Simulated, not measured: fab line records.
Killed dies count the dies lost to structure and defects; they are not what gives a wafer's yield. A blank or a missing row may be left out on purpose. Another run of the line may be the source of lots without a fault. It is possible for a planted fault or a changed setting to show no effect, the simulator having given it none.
Chamber matching ; flow n5Finfet ; 4 sister chambers for N5_FIN_SAQP_MANDREL2_REMOVE_60 on rieSi-04
The step chemistry HBr/Cl2/O2, target a-Si, stops on SiNx, bt time 10 s. 8 wafers are shown with their chamber, then 12 later ones without.

== EACH WAFER AND ITS CHAMBER ==
wafer;chamber;throttleValvePct (%);drypumpMotorCurrentA (A)
L083.2;0;36.3;5.7
L083.3;1;36.7;5.7
L083.4;2;36.3;5.8
L083.5;2;36.3;5.8
L083.6;3;37.4;5.6
L084.1;1;36.7;5.7
L084.4;3;37.4;5.7
L084.6;0;36.4;5.7

== WAFERS WITH NO CHAMBER GIVEN ==
wafer;throttleValvePct (%);drypumpMotorCurrentA (A)
L085.2;37.4;5.7
L085.3;36.3;5.8
L085.4;36.4;5.7
L088.1;37.4;5.6
L088.3;36.3;5.7
L088.6;36.3;5.7
L089.2;36.3;5.7
L089.3;37.4;5.6
L089.6;36.7;5.7
L096.2;37.4;5.6
L096.4;36.3;5.7
L096.5;36.3;5.7

== WHICH CHAMBER EACH ONE RAN IN ==
wafer;from the rows above;in truth
L085.2;3;3
L085.3;2;2
L085.4;0;0
L088.1;3;3
L088.3;can't be placed: 0 or 2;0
L088.6;can't be placed: 0 or 2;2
L089.2;can't be placed: 0 or 2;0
L089.3;3;3
L089.6;1;1
L096.2;3;3
L096.4;can't be placed: 0 or 2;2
L096.5;can't be placed: 0 or 2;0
Correctly placed: 7 of 12. These rows do not allow placing 5 (true chamber among the candidates in 5). Placed wrongly: 0.
How it was worked out, from the rows above alone: a wafer's distance from a chamber is the root of the sum, over the readings, of the square of ((its reading less the chamber's mean) divided by the reading's scatter). If the next closest chamber is less than 2 further off than the closest, the wafer can't be placed; otherwise it belongs to the closest. Each chamber's mean is taken over the wafers shown for it. How the scatter is found: for the shown wafers, subtract from each reading the mean of its chamber, square and add these, divide the total by (wafers less chambers), then take the root.
